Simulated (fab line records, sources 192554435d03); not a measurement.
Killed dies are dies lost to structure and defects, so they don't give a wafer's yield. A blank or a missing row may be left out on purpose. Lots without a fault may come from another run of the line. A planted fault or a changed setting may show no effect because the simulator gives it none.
A struck lot beside a sound one | flow n5_finfet | 16 steps out of a route of 1938
Sound: wafers L256.1, L256.3, L256.5. Struck: wafer L267.4. (L267.6 of the same lot was not struck and is left out.) The cause comes at the end.
At each step with rows: each side's tool, then ch and its chambers, then its first start. Under that, the readings that differ: sound wafers | struck wafers | difference of the means | sigmas: that difference in standard deviations of wafers without a fault.
alike: readings whose means differ by less than 2 such deviations, and words and numbers that are the same on both sides. not compared: withheld readings, readings that some wafer has no value for, bounds like >300 that may hide the same value, and numbers for which the record gives no deviation and whose values overlap.
The two part at a step that has a row with sigmas, a row that says differs or no value, or rows on one side only. Numbers that don't overlap but have no deviation are shown without sigmas and don't part them. A reading that every wafer of one side lacks parts them only if that side has two wafers or more.

first, 2 steps without rows for these wafers: N5_BEOL_M1_PEB_09 (peb time 60 s); N5_BEOL_M1_DEVELOP_10 (develop time 30 s).
N5_BEOL_M1_CD_MEAS_11: target cd 17.05 nm.
  sound on cd_sem-01 ch 0, day 7 11:05; struck on cd_sem-02 ch 0, day 10 05:32
  alike: cd_nm
N5_BEOL_M1_OVL_MEAS_12:
  sound on overlay-02 ch 0, day 7 11:07; struck on overlay-02 ch 0, day 10 05:35
  reading     | sound        | struck | difference | sigmas
  M1_OVL (nm) | 0.1 0.1 -0.9 | 1.3    | +1.5       | +2
N5_BEOL_M1_INSPECT_13: inspects for defects (brightfield).
  sound on defect_inspect-01, day 7 11:10; struck on defect_inspect-01, day 10 05:37
  alike: raw_defect_count
N5_BEOL_M1_DESCUM_16: chemistry O2, time 7 s.
  sound on rie_diel-01 ch 0,1,2, day 7 11:57; struck on rie_diel-04 ch 3, day 10 05:40
  reading                         | sound          | struck | difference | sigmas
  showerhead_plenum_p_Torr (Torr) | 2.13 2.04 2.08 | 2.23   | +0.15      | +2
  alike: drypump_motor_current_A, oes_product_au, rf_vpp_V, throttle_valve_pct
  not compared: rf_hours_counter_h
N5_BEOL_M1_ETCH_74: etches underlayer in N2/H2, target depth 6.5 nm, time 5.2 s.
  sound on rie_diel-01 ch 0,1,2, day 7 11:59; struck on rie_diel-04 ch 3, day 10 05:42
  reading                         | sound          | struck | difference | sigmas
  showerhead_plenum_p_Torr (Torr) | 2.58 2.49 2.52 | 2.72   | +0.19      | +2
  alike: bias_w, drypump_motor_current_A, etch_rf_on_time_s, h2_flow_sccm, oes_product_au, rf_vpp_V, throttle_valve_pct
  not compared: rf_hours_counter_h
N5_BEOL_M1_ETCH_63: etches SiARC in CF4, target depth 15.6 nm, time 26 s.
  sound on rie_diel-01 ch 0,1,2, day 7 12:00; struck on rie_diel-04 ch 3, day 10 05:43
  reading                         | sound          | struck | difference | sigmas
  showerhead_plenum_p_Torr (Torr) | 2.17 2.10 2.13 | 2.28   | +0.15      | +2
  alike: bias_w, drypump_motor_current_A, etch_rf_on_time_s, oes_product_au, rf_vpp_V, throttle_valve_pct
  not compared: rf_hours_counter_h
then, 3 steps without rows for these wafers: N5_BEOL_M1_ETCH_64 (etches SOC in N2/H2, target depth 75 nm, overetch 15 nm, time 112.5 s); N5_BEOL_M1_STRIP_65 (strips in N2/H2); N5_BEOL_M1_STRIP_75 (strips in N2/H2).
N5_BEOL_M1_STRIP_66: strips in CF4.
  sound on rie_diel-01 ch 0,1,2, day 7 12:10; struck on rie_diel-04 ch 3, day 10 05:52
  reading                         | sound          | struck | difference | sigmas
  showerhead_plenum_p_Torr (Torr) | 1.82 1.76 1.78 | 1.91   | +0.12      | +2
  alike: drypump_motor_current_A, oes_product_au, rf_vpp_V, throttle_valve_pct
  not compared: rf_hours_counter_h
N5_BEOL_M1_HM_OPEN_17: chemistry Cl2/BCl3, target TiN, target depth 20 nm, overetch 6 nm.
  sound on rie_metal-02 ch 0, day 7 12:12; struck on rie_metal-01 ch 0, day 10 05:56
  reading                                  | sound             | struck | difference | sigmas
  bias_w (W)                               | 125.9 125.9 125.3 | 126.7  | +1.0       | +3
  oes_product_au (a.u.)                    | 0.77 0.76 0.77    | 0.58   | -0.19      | -3
  model.SOC_of_BEOL_M1_COAT_61.thk_nm (nm) | 52 52 52          | 54     | +2         |
  model.BEOL_M1.cd_offset_nm (nm)          | 0 0.2 0.2         | -0.4   | -0.5       |
  alike: drypump_motor_current_A, throttle_valve_pct
  not compared: rf_hours_counter_h, model.etch.depth_nm
N5_BEOL_M1_STRIP_19: strips in O2.
  sound on rie_diel-02 ch 0,2,3, day 7 12:23; struck on rie_diel-04 ch 2, day 10 06:01
  alike: drypump_motor_current_A, oes_product_au, rf_vpp_V, showerhead_plenum_p_Torr, throttle_valve_pct
  not compared: rf_hours_counter_h
-- the record jumps here: 2 days lie between the struck wafers' starts before and after (it left off in module BEOL_M1 and takes up again in module BEOL_M4, whose first step shown is number 1111 of the route) --
N5_BEOL_M4_RC_MEAS_101:
  sound on prober-02 ch 0, day 9 19:29; struck on prober-02 ch 0, day 12 16:23
  reading       | sound       | struck | difference | sigmas
  ION_N (uA/um) | 653 673 646 | 679    | +22        | +2
  alike: DIBL_N, DIBL_P, IOFF_N, IOFF_P, ION_P, SS_N, SS_P, VT_N, VT_P
-- the record jumps here: 4 days lie between the struck wafers' starts before and after (it left off in module BEOL_M4 and takes up again in module PASSIVATION, whose first step shown is number 1936 of the route) --
N5_PASSIVATION_PROBE_49:
  the record has rows for the struck wafers here (prober-01, day 17 00:37) and none for the sound ones

WHERE THEY PART
First at N5_BEOL_M1_OVL_MEAS_12; last, within this record, at N5_PASSIVATION_PROBE_49.

WHY: what the simulator had put in
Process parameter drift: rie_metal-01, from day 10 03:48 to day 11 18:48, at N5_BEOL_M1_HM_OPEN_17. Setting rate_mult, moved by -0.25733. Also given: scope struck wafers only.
